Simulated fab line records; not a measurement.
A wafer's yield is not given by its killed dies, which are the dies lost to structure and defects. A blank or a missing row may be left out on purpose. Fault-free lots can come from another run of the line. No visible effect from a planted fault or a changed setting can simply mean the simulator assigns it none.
Problem report, 8D (eight disciplines) form, completed by code	flow n5 finfet	the parts of the form that need people (team, actions taken, sign-off) are left out

## 1. WHAT WENT WRONG
Mean of cd nm at N5_MIM_BOT_LITHO_CD_MEAS_08: 3028.2 nm across 4 wafers in 3 lots; on wafers with no fault it is 2999.2 nm (standard deviation 1.9). That puts it +15 standard deviations away from the usual mean.
The step: target cd 3000 nm.
Earliest sighting: wafer L401.2 on cd sem-02 at day 15 18:31. The record holds 30 wafers of 11 lots with a number at this step. Rule for "out", or "out of limits": more than 4 standard deviations from the usual mean. All remaining wafers that have a number are taken as sound.

## 2. WHAT IT IS, WHAT IT ISN'T
question	is	is not
which readings at this step	cd nm	-
which lots	L401, L402, L407	L388, L389, L390, L391, L395, L396, L399, L403
which wafers of those lots	L401.2, L402.2, L407.2, L407.5	L401.1, L401.3, L402.1
read on which gauges	cd sem-02, cd sem-03	cd sem-01
when	from day 15 18:31	up to then (22 sound wafers); but 4 sound wafers of L402, L403 came after

## 3. SUSPECTS, AND WHAT RULES EACH OUT
Counting: any tool at a process step up to the reading remains a suspect provided it ran every lot that is out. Sound lots after the first of them don't rule it out here, since some wafers of a struck lot are sound.
- the gauge at N5_MIM_BOT_LITHO_CD_MEAS_08: ruled out. 2 gauges (cd sem-02, cd sem-03) read the wafers that are out.
- krf scanner-02 at N5_MIM_BOT_LITHO_EXPOSE_05 (exposes mask MIM BOT): kept. It processed each lot that is out (first: L401, day 15 18:20); up to then, its last sound lot is L399 (day 15 05:59).
Remaining after the count: krf scanner-02 at N5_MIM_BOT_LITHO_EXPOSE_05.

## 4. THE CAUSE (what the simulator had put in)
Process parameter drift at N5_MIM_BOT_LITHO_EXPOSE_05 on krf scanner-02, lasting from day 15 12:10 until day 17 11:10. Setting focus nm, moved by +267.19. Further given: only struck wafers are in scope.
Only this tool survived the counting.

## 5. THE CHAIN OF EFFECTS, in route order
One row per reading whose mean, taken over the struck wafers that have a number, lies over 3 standard deviations from the usual. Only readings for which the record gives a usual standard deviation are gone through. hours: the time from each lot's start at the first step in this table that gives one to its start at this step, as a median over the lots. sigmas: the change in usual standard deviations.
hours	step	reading	usual	on struck wafers	change	sigmas
0	N5_MIM_BOT_LITHO_CD_MEAS_08	cd nm	2999.2 nm	3028.2	+29.1	+15

## 6. HOW IT WOULD HAVE BEEN CAUGHT EARLIER
Counted from the fault's start at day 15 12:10, it took 6 hours until the first out-of-limits reading at a measuring or inspecting step in this record, taken at day 15 18:31.
Tool readings at N5_MIM_BOT_LITHO_EXPOSE_05 with a usual standard deviation given in the record: none out on any struck wafer, hence no alarm at a limit of 4 standard deviations on them.
Lots out: 3; of these, L402, L407 started N5_MIM_BOT_LITHO_EXPOSE_05 on krf scanner-02 after day 15 18:31. A hold on the tool at that time would have spared those 2.
